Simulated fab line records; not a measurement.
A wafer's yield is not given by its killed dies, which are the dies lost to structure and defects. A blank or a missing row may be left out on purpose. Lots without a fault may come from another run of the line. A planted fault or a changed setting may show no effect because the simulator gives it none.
2 desks, one fault / flow nand_harc / only its own numbers are on each desk; what lay behind them is given at the end

AT THE TOOL OWNER'S DESK: rie_diel-09
The tool's own readings at NHARC_A_BONDPAD_ETCH_12 (etches the open film in CHF3/O2, target depth 220 nm, time 110 s): means of the sampled wafers that have a number, for each lot that ran on this tool. If a lot's mean is further than 4 standard deviations from the usual mean, the lot is out of limits and carries the mark OUT (the distance appears in the brackets).
Columns: A = drypump_motor_current_A at NHARC_A_BONDPAD_ETCH_12, usual 5.8 A; B = o2_flow_sccm at NHARC_A_BONDPAD_ETCH_12, usual 10.00 sccm; C = oes_product_au at NHARC_A_BONDPAD_ETCH_12, usual 0.943 a.u.; D = rf_vpp_V at NHARC_A_BONDPAD_ETCH_12, usual 370.6 V; E = showerhead_plenum_p_Torr at NHARC_A_BONDPAD_ETCH_12, usual 2.41 Torr; F = throttle_valve_pct at NHARC_A_BONDPAD_ETCH_12, usual 20.573 %
lot=L873; first seen here=day 17 23:32; A=5.8; B=10.04; C=0.940; D=370.8; E=2.41; F=20.566
lot=L888; first seen here=day 21 03:49; A=6.0; B=10.00; C=0.960; D=370.8; E=2.42; F=20.576
lot=L891; first seen here=day 22 14:00; A=5.7; B=10.01; C=0.968; D=370.0; E=2.40; F=20.573
Finding of this desk: none of the 3 lots has anything out of limits.

METROLOGY DESK
Lot by lot, what the gauges showed, no matter which tool ran the lot: averages of those sampled wafers that carry a number. If a lot's mean is further than 4 standard deviations from the usual mean, the lot is out of limits and carries the mark OUT (the distance appears in the brackets). Of its 8 readings 7 are shown: those that lie furthest out on some lot.
Columns: A = cd_nm at NHARC_A_BONDPAD_CD_MEAS_09, usual 500.3 nm; B = overlay_x_nm at NHARC_A_BONDPAD_OVL_MEAS_35, usual -1 nm; C = overlay_y_nm at NHARC_A_BONDPAD_OVL_MEAS_35, usual 0 nm; D = cd_nm at NHARC_A_BONDPAD_CD_MEAS_13, usual 499.7 nm; E = thk_nm at NHARC_A_BONDPAD_THK_MEAS_20, usual 169.5 nm; F = overlay_x_nm at NHARC_HYBRID_BOND_OVL_MEAS_05, usual 0 nm; G = thk_nm at NHARC_THIN_TSV_THK_MEAS_02, usual 2983 nm
lot=L873; first seen here=day 17 23:07; A=500.5; B=-2; C=-3; D=499.7; E=168.8; F=-27; G=2828
lot=L875; first seen here=day 18 01:06; A=501.1; B=6; C=-1; D=499.1; E=171.5; F=14; G=2627
lot=L888; first seen here=day 21 03:25; A=499.6; B=-12; C=-2; D=499.9; E=168.9; F=-9; G=3209
lot=L884; first seen here=day 21 03:37; A=501.1; B=2; C=-0; D=501.7; E=170.0; F=5; G=3116
lot=L891; first seen here=day 22 13:37; A=501.7; B=-4; C=-12; D=501.9; E=169.1; F=-15; G=2996
Finding of this desk: none of the 5 lots has anything out of limits.

TAKEN TOGETHER
The tool owner's desk saw nothing out of limits.
Metrology desk: nothing out of limits seen.

WHAT WAS PUT IN BY THE SIMULATOR
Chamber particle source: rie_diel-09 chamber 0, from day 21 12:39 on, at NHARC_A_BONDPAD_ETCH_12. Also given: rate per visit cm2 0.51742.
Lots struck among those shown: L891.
